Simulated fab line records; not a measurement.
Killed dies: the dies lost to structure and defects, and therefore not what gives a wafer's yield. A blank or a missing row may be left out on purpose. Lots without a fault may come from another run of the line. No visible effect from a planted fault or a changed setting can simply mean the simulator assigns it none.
Matching of chambers -- flow n5_finfet -- N5_BEOL_M6_ILD_DEP_00 on pecvd-03: 3 sister chambers
The step deposits SiCOH lowk from DEMS/porogen, target thk 179.75 nm, time 33.4 s. 6 wafers are shown with their chamber, then 8 later ones without.

== EACH WAFER AND ITS CHAMBER ==
wafer,chamber,throttle_valve_pct (%),showerhead_plenum_p_Torr (Torr)
L081.1,1,15.1,5.746
L084.6,0,14.3,5.763
L087.1,1,15.0,5.744
L087.4,0,14.3,5.753
L087.5,2,13.0,5.725
L090.1,2,13.0,5.714

== WAFERS WITH NO CHAMBER GIVEN ==
wafer,throttle_valve_pct (%),showerhead_plenum_p_Torr (Torr)
L090.2,15.2,5.754
L090.3,14.2,5.753
L095.1,15.0,5.741
L095.2,14.2,5.746
L095.3,13.1,5.742
L096.1,13.1,5.725
L096.3,15.2,5.745
L096.4,15.5,5.744

== WHICH CHAMBER EACH WENT THROUGH ==
wafer,from the rows above,in truth
L090.2,1,1
L090.3,0,0
L095.1,1,1
L095.2,0,0
L095.3,2,2
L096.1,2,2
L096.3,1,1
L096.4,1,1
Placed correctly: 8 of 8. Not placeable from these rows: 0. Number placed wrongly: 0.
How it was worked out, from the rows above alone: a wafer's distance from a chamber is the root of the sum, over the readings, of the square of ((its reading less the chamber's mean) divided by the reading's scatter). If the next closest chamber is less than 2 further off than the closest, the wafer can't be placed; otherwise it belongs to the closest. Each chamber's mean is taken over the wafers shown for it. The scatter: take each reading less its chamber's mean, square it, sum over the shown wafers, divide by the number of wafers less the number of chambers, and take the root.
